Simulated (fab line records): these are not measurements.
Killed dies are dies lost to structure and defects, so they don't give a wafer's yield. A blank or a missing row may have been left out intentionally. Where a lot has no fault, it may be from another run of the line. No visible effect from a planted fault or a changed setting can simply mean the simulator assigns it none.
Lot-split experiment + flow n5-finfet + route with 1938 steps; 7 lots, 39 wafers read

## ABOUT THE SPLIT
At N5_BEOL_M11_ETCH_66 (etches SOC in N2/H2, target depth 120 nm, overetch 24 nm, time 180 s), the setting time-s was moved away from the recipe's 180 s on 12 of the 39 wafers read, by -48.5% to +47.8%. For the rest of the wafers, this setting stayed at what the recipe calls for.

The split's own step is where the reading is taken.

## THE READING
SiARC_of_BEOL_M11_COAT_64.thk-nm (the simulator's own value, which no gauge read), in nm, at N5_BEOL_M11_ETCH_66 (etches SOC in N2/H2, target depth 120 nm, overetch 24 nm, time 180 s). The file gives no usual value for it. The 27 wafers here that ran the recipe average 22.7 nm, standard deviation 0.21 nm.

| wafer  | tool, chamber at the split | time-s as run, s | against the recipe | SiARC_of_BEOL_M11_COAT_64.thk-nm, nm | against lot-mates on the recipe |
|--------|----------------------------|------------------|--------------------|--------------------------------------|---------------------------------|
| L076.1 | rie-diel-01, 2             | 218.9            | +21.6%             | 20.6                                 | -2.1                            |
| L076.2 | rie-diel-01, 3             | 180              | recipe             | 22.6                                 | -                               |
| L076.3 | rie-diel-01, 1             | 180              | recipe             | 22.6                                 | -                               |
| L076.4 | rie-diel-01, 0             | 218.9            | +21.6%             | 21.2                                 | -1.5                            |
| L076.5 | rie-diel-01, 1             | 180              | recipe             | 22.8                                 | -                               |
| L076.6 | rie-diel-01, 0             | 218.9            | +21.6%             | 21.2                                 | -1.5                            |
| L084.1 | rie-diel-01, 1             | 180              | recipe             | 23                                   | -                               |
| L084.4 | rie-diel-01, 0             | 180              | recipe             | 23                                   | -                               |
| L084.5 | rie-diel-01, 0             | 180              | recipe             | 22.8                                 | -                               |
| L086.1 | rie-diel-06, 0             | 266              | +47.8%             | 18.8                                 | -3.9                            |
| L086.2 | rie-diel-06, 2             | 266              | +47.8%             | 19.4                                 | -3.3                            |
| L086.3 | rie-diel-06, 1             | 180              | recipe             | 22.6                                 | -                               |
| L086.4 | rie-diel-06, 3             | 180              | recipe             | 22.8                                 | -                               |
| L086.5 | rie-diel-06, 0             | 266              | +47.8%             | 19                                   | -3.7                            |
| L086.6 | rie-diel-06, 1             | 180              | recipe             | 22.6                                 | -                               |
| L085.1 | rie-diel-06, 1             | 180              | recipe             | 22.8                                 | -                               |
| L085.2 | rie-diel-06, 0             | 180              | recipe             | 22.8                                 | -                               |
| L085.6 | rie-diel-06, 0             | 180              | recipe             | 22.8                                 | -                               |
| L085.3 | rie-diel-06, 2             | 180              | recipe             | 23                                   | -                               |
| L085.4 | rie-diel-06, 3             | 180              | recipe             | 23                                   | -                               |
| L085.5 | rie-diel-06, 3             | 180              | recipe             | 23                                   | -                               |
| L087.1 | rie-diel-03, 3             | 92.76            | -48.5%             | 26.4                                 | +3.5                            |
| L087.2 | rie-diel-03, 1             | 180              | recipe             | 22.8                                 | -                               |
| L087.3 | rie-diel-03, 0             | 180              | recipe             | 23                                   | -                               |
| L087.4 | rie-diel-03, 2             | 180              | recipe             | 22.8                                 | -                               |
| L087.5 | rie-diel-03, 2             | 92.76            | -48.5%             | 26.4                                 | +3.5                            |
| L087.6 | rie-diel-03, 1             | 92.76            | -48.5%             | 26.2                                 | +3.3                            |
| L079.1 | rie-diel-06, 3             | 102.6            | -43.0%             | 25.6                                 | +3.1                            |
| L079.2 | rie-diel-06, 2             | 180              | recipe             | 22.6                                 | -                               |
| L079.3 | rie-diel-06, 0             | 180              | recipe             | 22.4                                 | -                               |
| L079.4 | rie-diel-06, 1             | 180              | recipe             | 22.4                                 | -                               |
| L079.5 | rie-diel-06, 1             | 102.6            | -43.0%             | 25.6                                 | +3.1                            |
| L079.6 | rie-diel-06, 2             | 102.6            | -43.0%             | 25.8                                 | +3.3                            |
| L094.1 | rie-diel-01, 2             | 180              | recipe             | 22.2                                 | -                               |
| L094.2 | rie-diel-01, 0             | 180              | recipe             | 22.6                                 | -                               |
| L094.3 | rie-diel-01, 3             | 180              | recipe             | 22.4                                 | -                               |
| L094.4 | rie-diel-01, 1             | 180              | recipe             | 22.6                                 | -                               |
| L094.5 | rie-diel-01, 1             | 180              | recipe             | 22.6                                 | -                               |
| L094.6 | rie-diel-01, 0             | 180              | recipe             | 22.8                                 | -                               |

FIT RESULTS
A straight line over all 39 wafers: SiARC_of_BEOL_M11_COAT_64.thk-nm changes by -0.074 nm for each +1% of time-s; r = -0.99; the points scatter about the line by 0.23 nm.
The same after taking each lot's own level away (the mean of its wafers on the recipe; 39 wafers): -0.074 nm for each +1%; r = -1.00; scatter 0.16 nm.
According to that fit, moving time-s by its largest amount changes the reading by 3.6 nm.
Measured against the standard deviation above, the lots' own levels, which go from 22.47 to 22.93 nm, span 2.2 times it.
The two slopes agree, so the slope changes little with the lot-to-lot level.
Check: with one of the wafers moved furthest among these (-48.5%) left out of the fit, the line predicts +3.57 nm for it against its lot-mates. It came out at +3.53 nm against them.

## THE OTHER SPLITS THESE WAFERS WENT THROUGH
Before the reading, these wafers also passed through other splits. Each is held against what the fit with the lots' levels taken away leaves over:
| other split on the same wafers          | wafers away from the commonest value | r with SiARC_of_BEOL_M11_COAT_64.thk-nm (lot level and that fit taken away) |
|-----------------------------------------|--------------------------------------|-----------------------------------------------------------------------------|
| N5_DUMMY_GATE_ETCH_32 time-s            | 12                                   | +0.05                                                                       |
| N5_MOL_CONTACT_COAG_ETCHBACK_134 time-s | 18                                   | -0.16                                                                       |
| N5_BEOL_M5_ILD_DEP_00 target-thk-a      | 18                                   | +0.11                                                                       |
| N5_BEOL_M7_ILD_DEP_00 time-s            | 6                                    | -0.06                                                                       |
| N5_BEOL_M9_ETCH_62 time-s               | 12                                   | +0.02                                                                       |

## THE WHOLE CHAIN: every reading that the file lists as answering this split, in the file's order
| step                | what it does                                                         | reading                                                                           | change (the file's fit)                                                             | r (the file's) |
|---------------------|----------------------------------------------------------------------|-----------------------------------------------------------------------------------|-------------------------------------------------------------------------------------|----------------|
| N5_BEOL_M11_ETCH_66 | etches SOC in N2/H2, target depth 120 nm, overetch 24 nm, time 180 s | etch.depth-nm (the simulator's own value, which no gauge read)                    | not straight: 73.7 at the lowest setting, 99.89 at the recipe, 100.2 at the highest | not given      |
| N5_BEOL_M11_ETCH_66 | etches SOC in N2/H2, target depth 120 nm, overetch 24 nm, time 180 s | SiARC_of_BEOL_M11_COAT_64.thk-nm (the simulator's own value, which no gauge read) | -0.0739 nm for each +1% of the setting                                              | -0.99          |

## THE FILE'S OWN FIT
SiARC_of_BEOL_M11_COAT_64.thk-nm changes by -0.0739 nm for each +1% of time-s, r = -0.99.
